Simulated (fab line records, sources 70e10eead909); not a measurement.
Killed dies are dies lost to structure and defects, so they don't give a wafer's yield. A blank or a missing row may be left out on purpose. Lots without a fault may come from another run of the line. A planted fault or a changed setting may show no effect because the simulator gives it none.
Which tool did it? | flow nand_harc | 14 lots, 42 wafers sampled, at 4 steps of a route of 1302

WHAT THE GAUGES READ, wafer by wafer
NHARC_A_DECK1_JOINT_THK_MEAS_14: measures by ellipsometry.
lot  | measured     | on            | thk_nm (nm)
L105 | day 11 20:38 | film_metro-01 | 51.5 50.2 49.8
L106 | day 12 02:11 | film_metro-01 | 49.5 50.7 50.0
L107 | day 12 02:11 | film_metro-02 | 49.5 50.5 50.8
L112 | day 14 22:42 | film_metro-02 | 50.8 49.2 50.0
L113 | day 15 04:43 | film_metro-01 | 52.9 53.8 51.7
L119 | day 17 18:19 | film_metro-02 | 50.3 49.3 52.3
L121 | day 18 03:41 | film_metro-02 | 52.6 48.6 50.6
L122 | day 18 08:38 | film_metro-01 | 52.8 49.6 52.5
L123 | day 18 16:23 | film_metro-02 | 52.2 49.1 51.6
L124 | day 19 20:47 | film_metro-02 | 52.6 51.2 49.4
L125 | day 20 03:35 | film_metro-01 | 51.6 50.1 51.4
L126 | day 20 12:52 | film_metro-01 | 52.6 51.1 52.1
L127 | day 20 12:52 | film_metro-02 | 52.0 48.5 48.8
L128 | day 20 20:22 | film_metro-01 | 48.1 50.2 49.2

NHARC_A_ONON_D2_THK_MEAS_08: measures by ellipsometry.
lot  | measured     | on            | thk_nm (nm)
L105 | day 12 21:08 | film_metro-02 | 987 983 986
L106 | day 13 08:41 | film_metro-01 | 1005 1004 1004
L107 | day 13 08:41 | film_metro-02 | 1024 1024 1024
L112 | day 15 21:14 | film_metro-02 | 1560 1562 1558 1560 1560 1557
L113 | day 16 03:01 | film_metro-01 | 1538 1538 1538 1537 1537 1539
L119 | day 19 08:19 | film_metro-01 | 987 984 985
L121 | day 19 08:19 | film_metro-02 | 993 992 991
L122 | day 19 12:04 | film_metro-02 | 1003 1003 1002
L123 | day 19 20:44 | film_metro-01 | 998 999 999
L124 | day 20 20:07 | film_metro-02 | 975 973 974
L125 | day 21 02:01 | film_metro-02 | 999 999 1000
L126 | day 21 15:34 | film_metro-01 | 976 977 975
L127 | day 21 15:34 | film_metro-02 | 1007 1009 1010
L128 | day 22 02:07 | film_metro-02 | 994 994 994

NHARC_END_SORT_01.
lot  | measured     | on        | defect_limited_yield (%) | killed_at_array | killed_at_other | killed_at_periphery | killed_dies | killed_open | killed_short
L106 | day 25 10:18 | prober-02 | 94.2 94.4 91.9           | 39 36 54        | 0 0 0           | 0 2 1               | 39 38 55    | 1 1 4       | 0 4 4
L123 | day 32 09:04 | prober-01 | 89.8 88.0 90.4           | 67 76 62        | 1 2 0           | 1 3 3               | 69 81 65    | 6 4 3       | 2 6 0
L125 | day 33 03:31 | prober-02 | 89.7 92.0 91.7           | 65 48 49        | 2 2 2           | 3 4 5               | 70 54 56    | 2 5 5       | 3 1 0
L126 | day 33 18:46 | prober-02 | 90.5 87.4 87.4           | 63 85 77        | 0 0 1           | 1 0 7               | 64 85 85    | 1 1 5       | 3 3 1
L127 | day 33 11:49 | prober-02 | 93.5 93.9 95.3           | 34 30 25        | 0 0 0           | 10 11 7             | 44 41 32    | 5 5 5       | 2 1 2
L128 | day 34 15:48 | prober-01 | 84.5 87.9 87.9           | 99 81 79        | 1 0 0           | 5 1 3               | 105 82 82   | 6 5 4       | 2 1 2

WHICH TOOL RAN EACH LOT (tool, then ch and the chambers of the sampled wafers, then the start)
lot  | NHARC_A_ONON_D2_DEP_06
L105 | pecvd_onon-02 ch 0, day 12 20:36
L106 | pecvd_onon-03 ch 0, day 13 08:17
L107 | pecvd_onon-02 ch 0, day 13 08:20
L112 | pecvd_onon-02 ch 0, day 15 20:43
L113 | pecvd_onon-02 ch 0, day 16 02:30
L119 | pecvd_onon-02 ch 0, day 19 07:58
L121 | pecvd_onon-01 ch 0, day 19 07:48
L122 | pecvd_onon-03 ch 0, day 19 11:34
L123 | pecvd_onon-03 ch 0, day 19 20:14
L124 | pecvd_onon-03 ch 0, day 20 19:39
L125 | pecvd_onon-01 ch 0, day 21 01:34
L126 | pecvd_onon-02 ch 0, day 21 15:03
L127 | pecvd_onon-03 ch 0, day 21 15:07
L128 | pecvd_onon-03 ch 0, day 22 01:35
- NHARC_A_ONON_D2_DEP_06: target thk 1000 nm.

WHAT THE TOOLS THEMSELVES READ (means of the sampled wafers that have a number; where no wafer has one, the mark that the record gives instead)
NHARC_A_ONON_D2_DEP_06.
lot  | tool          | n2o_flow_sccm (sccm)
L105 | pecvd_onon-02 | 2000
L106 | pecvd_onon-03 | 2000
L107 | pecvd_onon-02 | 1997
L112 | pecvd_onon-02 | 1996
L113 | pecvd_onon-02 | 2002
L119 | pecvd_onon-02 | 2001
L121 | pecvd_onon-01 | 2000
L122 | pecvd_onon-03 | 1999
L123 | pecvd_onon-03 | 2002
L124 | pecvd_onon-03 | 1995
L125 | pecvd_onon-01 | 1998
L126 | pecvd_onon-02 | 1998
L127 | pecvd_onon-03 | 2001
L128 | pecvd_onon-03 | 1994

THE ANSWER, worked out from the rows above alone
Rule: what is usual is taken from the lots themselves. Put in order of their means at a reading, lots are off if they are a third of the lots or fewer, leave a main group of 4 or more, and stand apart from it by a gap of 3 or more times the standard deviation of the main group's means; of several such gaps the widest counts. A main group whose means are all the same, to the digits that the tables above print for the reading, isn't used. A lot without any number at a reading at which 4 lots or more have one is off too. The other lots that the step has rows for count as sound. The gauges are gone through in route order, then the tools' own readings, and for those a lot's mean is taken as printed above. The first step at which some lot is off is used, and at that step the reading that is off furthest; a lot without a number counts as furthest.
Off: L112, L113, at NHARC_A_ONON_D2_THK_MEAS_08 (thk_nm). The main group: mean 995 nm, standard deviation 14.
A tool fits if, at a process step before that reading, it ran every lot that is off, and no sound lot after the first of them. The gauges at NHARC_A_ONON_D2_THK_MEAS_08 are tried like those tools. None of those tried fits.

WHAT THE SIMULATOR HAD PUT IN
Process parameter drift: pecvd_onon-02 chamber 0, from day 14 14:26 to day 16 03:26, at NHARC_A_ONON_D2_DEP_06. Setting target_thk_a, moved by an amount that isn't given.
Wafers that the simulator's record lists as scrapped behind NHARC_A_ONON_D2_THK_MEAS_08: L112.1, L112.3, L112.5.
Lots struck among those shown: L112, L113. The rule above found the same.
